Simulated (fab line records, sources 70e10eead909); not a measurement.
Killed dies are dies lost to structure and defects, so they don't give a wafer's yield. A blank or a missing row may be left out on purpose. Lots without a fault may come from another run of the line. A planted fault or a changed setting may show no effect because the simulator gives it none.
Which tool did it? | flow nand_harc | 11 lots, 33 wafers sampled, at 6 steps of a route of 1302

WHAT THE GAUGES READ, wafer by wafer
NHARC_A_ONON_D2_THK_MEAS_14: measures by ellipsometry.
lot  | measured     | on            | thk_nm (nm)
L809 | day 12 22:15 | film_metro-02 | 993 993 992
L810 | day 13 09:49 | film_metro-01 | 1000 1000 1001
L811 | day 13 09:49 | film_metro-02 | 1006 1005 1002
L812 | day 13 21:57 | film_metro-02 | 1007 1008 1008
L816 | day 15 22:24 | film_metro-01 | 1003 1003 1003
L817 | day 16 04:08 | film_metro-02 | 987 985 985
L819 | day 16 11:29 | film_metro-02 | 1003 1005 1004
L822 | day 17 14:32 | film_metro-01 | 994 994 993
L826 | day 19 13:12 | film_metro-01 | 1063 1062 1062
L827 | day 19 21:53 | film_metro-02 | 1053 1052 1052
L831 | day 21 16:43 | film_metro-01 | 1001 1000 1001

NHARC_END_SORT_01.
lot  | measured     | on        | killed_at_array | killed_at_other | killed_at_periphery | killed_dies | killed_open | killed_short
L822 | day 29 21:59 | prober-01 | 51 42 52        | 0 1 0           | 4 3 3               | 55 46 55    | 3 1 3       | 7 2 2

WHICH TOOL RAN EACH LOT (tool, then ch and the chambers of the sampled wafers, then the start)
lot  | NHARC_A_CHANNEL_HOLE_D1_STRIP_27              | NHARC_A_CHANNEL_FILL_D1_STRIP_29              | NHARC_A_DECK1_JOINT_ETCHBACK_00  | NHARC_A_ONON_D2_DEP_12
L809 | rie_diel-10 ch 0,2,3, day 11 20:46 or earlier | rie_diel-12 ch 1,2,3, day 11 20:46 or earlier | rie_si-05 ch 0,1,2, day 11 20:46 | pecvd_onon-01 ch 0, day 12 21:44
L810 | rie_diel-10 ch 0,1,3, day 12 02:19 or earlier | rie_diel-12 ch 0,3, day 12 02:19 or earlier   | rie_si-03 ch 0,3, day 12 02:19   | pecvd_onon-01 ch 0, day 13 09:25
L811 | rie_diel-10 ch 0,1, day 12 02:21 or earlier   | rie_diel-09 ch 0,1, day 12 02:21 or earlier   | rie_si-04 ch 0,1,2, day 12 02:21 | pecvd_onon-03 ch 0, day 13 09:28
L812 | rie_diel-10 ch 1,2,3, day 12 17:34 or earlier | rie_diel-09 ch 0,1,3, day 12 17:34 or earlier | rie_si-05 ch 0,1,2, day 12 17:34 | pecvd_onon-02 ch 0, day 13 21:26
L816 | rie_diel-03 ch 0,2,3, day 14 22:50 or earlier | rie_diel-04 ch 1,3, day 14 22:50 or earlier   | rie_si-03 ch 0,1,3, day 14 22:50 | pecvd_onon-03 ch 0, day 15 21:52
L817 | rie_diel-10 ch 0,1,2, day 14 12:02 or earlier | rie_diel-12 ch 0,1,3, day 14 12:02            | rie_si-05 ch 2,3, day 15 04:52   | pecvd_onon-01 ch 0, day 16 03:38
L819 | rie_diel-10 ch 1,2,3, day 15 09:14 or earlier | rie_diel-04 ch 0,3, day 15 09:14 or earlier   | rie_si-05 ch 0,1,3, day 15 09:14 | pecvd_onon-01 ch 0, day 16 11:02
L822 | rie_diel-10 ch 0,1,3, day 16 11:52 or earlier | rie_diel-12 ch 0,1,2, day 16 11:52 or earlier | rie_si-05 ch 1,2,3, day 16 11:52 | pecvd_onon-02 ch 0, day 17 14:01
L826 | rie_diel-03 ch 0,1,2, day 18 08:46 or earlier | rie_diel-09 ch 0,1,3, day 18 08:46 or earlier | rie_si-03 ch 1,2,3, day 18 08:46 | pecvd_onon-03 ch 0, day 19 12:41
L827 | rie_diel-10 ch 0,3, day 18 16:31 or earlier   | rie_diel-12 ch 0,1,3, day 18 16:31 or earlier | rie_si-03 ch 0,3, day 18 16:31   | pecvd_onon-03 ch 0, day 19 21:22
L831 | rie_diel-10 ch 0,1,3, day 19 20:09 or earlier | rie_diel-04 ch 1,3, day 19 20:09              | rie_si-05 ch 0,1,3, day 20 13:01 | pecvd_onon-01 ch 0, day 21 16:14
- NHARC_A_CHANNEL_HOLE_D1_STRIP_27: strips in O2.
- NHARC_A_CHANNEL_FILL_D1_STRIP_29: strips in O2, time 20 s.
- NHARC_A_DECK1_JOINT_ETCHBACK_00: etches the open film in HBr, target depth 30 nm, time 17.4 s.
- NHARC_A_ONON_D2_DEP_12: target thk 1000 nm.

WHAT THE TOOLS THEMSELVES READ (means of the sampled wafers that have a number; where no wafer has one, the mark that the record gives instead)
NHARC_A_CHANNEL_HOLE_D1_STRIP_27.
lot  | tool        | drypump_motor_current_A (A) | oes_product_au (a.u.) | rf_vpp_V (V) | showerhead_plenum_p_Torr (Torr) | throttle_valve_pct (%)
L809 | rie_diel-10 | 5.7                         | 1.003                 | 57.7         | 3.54                            | 17.037
L810 | rie_diel-10 | 5.7                         | 1.001                 | 57.8         | 3.45                            | 17.030
L811 | rie_diel-10 | 5.4                         | 0.999                 | 57.1         | 3.45                            | 17.039
L812 | rie_diel-10 | 5.4                         | 1.005                 | 58.1         | 3.53                            | 17.038
L816 | rie_diel-03 | 5.6                         | 0.996                 | 57.9         | 3.53                            | 17.030
L817 | rie_diel-10 | 5.5                         | 0.985                 | 57.6         | 3.54                            | 17.036
L819 | rie_diel-10 | 5.4                         | 1.004                 | 57.0         | 3.53                            | 17.034
L822 | rie_diel-10 | 5.7                         | 0.992                 | 57.4         | 3.44                            | 17.034
L826 | rie_diel-03 | 5.8                         | 0.987                 | 57.4         | 3.45                            | 17.039
L827 | rie_diel-10 | 6.0                         | 0.987                 | 57.6         | 3.45                            | 17.035
L831 | rie_diel-10 | 5.7                         | 0.995                 | 57.7         | 3.44                            | 17.038

NHARC_A_CHANNEL_FILL_D1_STRIP_29.
lot  | tool        | drypump_motor_current_A (A) | oes_product_au (a.u.) | rf_vpp_V (V) | showerhead_plenum_p_Torr (Torr) | throttle_valve_pct (%)
L809 | rie_diel-12 | 6.3                         | 1.012                 | 58.1         | 3.49                            | 17.053
L810 | rie_diel-12 | 6.1                         | 1.019                 | 58.1         | 3.59                            | 17.044
L811 | rie_diel-09 | 5.9                         | 1.005                 | 57.4         | 3.58                            | 17.038
L812 | rie_diel-09 | 5.6                         | 1.002                 | 57.5         | 3.57                            | 17.041
L816 | rie_diel-04 | 5.2                         | 1.003                 | 57.1         | 3.57                            | 17.037
L817 | rie_diel-12 | 5.9                         | 1.009                 | 57.4         | 3.57                            | 17.042
L819 | rie_diel-04 | 5.2                         | 1.002                 | 57.8         | 3.59                            | 17.040
L822 | rie_diel-12 | 5.8                         | 1.000                 | 57.2         | 3.51                            | 17.042
L826 | rie_diel-09 | 5.6                         | 0.992                 | 58.3         | 3.57                            | 17.033
L827 | rie_diel-12 | 5.9                         | 1.002                 | 58.1         | 3.57                            | 17.032
L831 | rie_diel-04 | 5.2                         | 1.000                 | 58.2         | 3.50                            | 17.030

NHARC_A_DECK1_JOINT_ETCHBACK_00.
lot  | tool      | drypump_motor_current_A (A) | oes_product_au (a.u.) | throttle_valve_pct (%)
L809 | rie_si-05 | 6.1                         | 1.006                 | 23.263
L810 | rie_si-03 | 4.9                         | 1.005                 | 23.271
L811 | rie_si-04 | 6.1                         | 1.003                 | 23.259
L812 | rie_si-05 | 6.1                         | 1.001                 | 23.262
L816 | rie_si-03 | 5.5                         | 0.997                 | 23.271
L817 | rie_si-05 | 5.8                         | 1.004                 | 23.258
L819 | rie_si-05 | 5.6                         | 1.005                 | 23.258
L822 | rie_si-05 | 5.6                         | 0.997                 | 23.273
L826 | rie_si-03 | 5.5                         | 1.005                 | 23.271
L827 | rie_si-03 | 5.2                         | 1.006                 | 23.269
L831 | rie_si-05 | 5.6                         | 0.997                 | 23.271

NHARC_A_ONON_D2_DEP_12.
lot  | tool          | n2_flow_sccm (sccm)
L809 | pecvd_onon-01 | 2757
L810 | pecvd_onon-01 | 2749
L811 | pecvd_onon-03 | 2745
L812 | pecvd_onon-02 | 2759
L816 | pecvd_onon-03 | 2758
L817 | pecvd_onon-01 | 2756
L819 | pecvd_onon-01 | 2741
L822 | pecvd_onon-02 | 2760
L826 | pecvd_onon-03 | 2754
L827 | pecvd_onon-03 | 2760
L831 | pecvd_onon-01 | 2750

THE ANSWER, worked out from the rows above alone
Rule: what is usual is taken from the lots themselves. Put in order of their means at a reading, lots are off if they are a third of the lots or fewer, leave a main group of 4 or more, and stand apart from it by a gap of 3 or more times the standard deviation of the main group's means; of several such gaps the widest counts. A main group whose means are all the same, to the digits that the tables above print for the reading, isn't used. A lot without any number at a reading at which 4 lots or more have one is off too. The other lots that the step has rows for count as sound. The gauges are gone through in route order, then the tools' own readings, and for those a lot's mean is taken as printed above. The first step at which some lot is off is used, and at that step the reading that is off furthest; a lot without a number counts as furthest.
Off: L826, L827, at NHARC_A_ONON_D2_THK_MEAS_14 (thk_nm). The main group: mean 999 nm, standard deviation 6.6.
A tool fits if, at a process step before that reading, it ran every lot that is off, and no sound lot after the first of them. The gauges at NHARC_A_ONON_D2_THK_MEAS_14 are tried like those tools. NHARC_A_CHANNEL_HOLE_D1_STRIP_27 gives no start for some lots, so the hours and the order of its lots are those of NHARC_A_DECK1_JOINT_ETCHBACK_00. NHARC_A_CHANNEL_FILL_D1_STRIP_29 gives no start for some lots, so the hours and the order of its lots are those of NHARC_A_DECK1_JOINT_ETCHBACK_00. Can't be told from this: 2 tools fit, rie_si-03 at NHARC_A_DECK1_JOINT_ETCHBACK_00, pecvd_onon-03 at NHARC_A_ONON_D2_DEP_12.

WHAT THE SIMULATOR HAD PUT IN
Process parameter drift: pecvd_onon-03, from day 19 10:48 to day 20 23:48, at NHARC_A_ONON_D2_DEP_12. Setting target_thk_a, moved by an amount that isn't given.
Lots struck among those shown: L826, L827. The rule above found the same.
